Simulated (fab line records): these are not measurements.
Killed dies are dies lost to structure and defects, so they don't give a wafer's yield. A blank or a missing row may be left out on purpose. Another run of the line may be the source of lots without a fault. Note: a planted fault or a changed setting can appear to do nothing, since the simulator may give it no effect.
Matching of chambers :: flow nandHarc :: 4 sister chambers for NHARC_A_STAIRCASE_TRIM_196 on rieDiel-13
The step chemistry O2, time 211.2 s. 8 wafers are shown with their chamber, then 10 later ones without.

== WAFERS WITH THEIR CHAMBER ==
wafer: L081.2
chamber: 0
showerheadPlenumPTorr (Torr): 3.50
oesProductAu (a.u.): 1.001

wafer: L082.4
chamber: 2
showerheadPlenumPTorr (Torr): 3.37
oesProductAu (a.u.): 1.008

wafer: L083.6
chamber: 0
showerheadPlenumPTorr (Torr): 3.50
oesProductAu (a.u.): 1.009

wafer: L084.1
chamber: 1
showerheadPlenumPTorr (Torr): 3.30
oesProductAu (a.u.): 0.992

wafer: L084.3
chamber: 3
showerheadPlenumPTorr (Torr): 3.64
oesProductAu (a.u.): 0.989

wafer: L084.6
chamber: 2
showerheadPlenumPTorr (Torr): 3.36
oesProductAu (a.u.): 1.011

wafer: L085.1
chamber: 3
showerheadPlenumPTorr (Torr): 3.64
oesProductAu (a.u.): 0.991

wafer: L085.3
chamber: 1
showerheadPlenumPTorr (Torr): 3.30
oesProductAu (a.u.): 1.004

== WAFERS WITHOUT THEIR CHAMBER ==
wafer: L085.6
showerheadPlenumPTorr (Torr): 3.36
oesProductAu (a.u.): 1.012

wafer: L086.4
showerheadPlenumPTorr (Torr): 3.30
oesProductAu (a.u.): 1.008

wafer: L086.5
showerheadPlenumPTorr (Torr): 3.64
oesProductAu (a.u.): 1.000

wafer: L086.6
showerheadPlenumPTorr (Torr): 3.36
oesProductAu (a.u.): 1.009

wafer: L088.2
showerheadPlenumPTorr (Torr): 3.63
oesProductAu (a.u.): 1.020

wafer: L088.3
showerheadPlenumPTorr (Torr): 3.35
oesProductAu (a.u.): 1.011

wafer: L088.5
showerheadPlenumPTorr (Torr): 3.35
oesProductAu (a.u.): 1.015

wafer: L093.3
showerheadPlenumPTorr (Torr): 3.29
oesProductAu (a.u.): 0.996

wafer: L093.4
showerheadPlenumPTorr (Torr): 3.63
oesProductAu (a.u.): 0.995

wafer: L093.5
showerheadPlenumPTorr (Torr): 3.49
oesProductAu (a.u.): 0.991

== CHAMBER TAKEN BY EACH ==
wafer: L085.6
from the rows above: 2
in truth: 2

wafer: L086.4
from the rows above: 1
in truth: 1

wafer: L086.5
from the rows above: 3
in truth: 3

wafer: L086.6
from the rows above: 2
in truth: 2

wafer: L088.2
from the rows above: 3
in truth: 3

wafer: L088.3
from the rows above: 2
in truth: 2

wafer: L088.5
from the rows above: 2
in truth: 2

wafer: L093.3
from the rows above: 1
in truth: 1

wafer: L093.4
from the rows above: 3
in truth: 3

wafer: L093.5
from the rows above: 0
in truth: 0
Placed correctly: 10 of 10. From these rows, 0 cannot be placed. Wrongly placed: 0.
How it was worked out, from the rows above alone: a wafer's distance from a chamber is the root of the sum, over the readings, of the square of ((its reading less the chamber's mean) divided by the reading's scatter). If the next closest chamber is less than 2 further off than the closest, the wafer can't be placed; otherwise it belongs to the closest. For every chamber, the mean is computed from those of its wafers that are shown. The scatter: take each reading less its chamber's mean, square it, sum over the shown wafers, divide by the number of wafers less the number of chambers, and take the root.
